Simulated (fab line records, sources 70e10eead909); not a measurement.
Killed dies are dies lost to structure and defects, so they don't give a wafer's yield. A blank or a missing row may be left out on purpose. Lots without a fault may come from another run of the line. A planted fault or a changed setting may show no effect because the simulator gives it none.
Chamber matching | flow nand_harc | NHARC_A_BONDPAD_CMP_29 on cmp-01: 4 sister chambers
The step polishes SiCN, target thk 200 nm. 14 wafers are shown with their chamber, then 7 later ones without.

WAFERS WITH THEIR CHAMBER
wafer  | chamber | motor_current_A (A)
L074.4 | 1       | 10.9
L074.5 | 1       | 11.0
L074.6 | 2       | 12.3
L079.2 | 0       | 11.6
L079.5 | 0       | 11.3
L079.6 | 3       | 14.7
L075.4 | 2       | 12.1
L075.5 | 1       | 11.1
L075.6 | 2       | 11.8
L078.1 | 1       | 11.1
L078.2 | 0       | 12.1
L078.5 | 2       | 12.0
L080.3 | 2       | 12.5
L080.5 | 1       | 11.0

SIGNATURES (means of the wafers above)
reading         | chamber 0 | chamber 1 | chamber 2 | chamber 3 | scatter within a chamber
motor_current_A | 11.667    | 11.020    | 12.140    | 14.700    | 0.254
Rule: a wafer's distance from a chamber is the root of the sum, over the readings, of the square of ((its reading less the chamber's mean) divided by the reading's scatter). The wafer belongs to the nearest chamber; if the next one is less than 2 further off, it can't be placed. The scatter: the root of (the sum of the squares of (reading less its chamber's mean) over the shown wafers, divided by (wafers less chambers)).

WAFERS WITHOUT THEIR CHAMBER
wafer  | motor_current_A (A)
L080.6 | 11.8
L082.1 | 14.3
L082.4 | 11.0
L082.5 | 14.2
L097.2 | 12.1
L097.4 | 14.9
L097.5 | 14.9

WHICH CHAMBER EACH WENT THROUGH
wafer  | from the rows above     | in truth
L080.6 | can't be placed: 0 or 2 | 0
L082.1 | 3                       | 3
L082.4 | 1                       | 1
L082.5 | 3                       | 3
L097.2 | can't be placed: 2 or 0 | 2
L097.4 | 3                       | 3
L097.5 | 3                       | 3
Placed correctly: 5 of 7. Can't be placed from these rows: 2 (the true chamber is among the candidates in 2). Placed wrongly: 0.
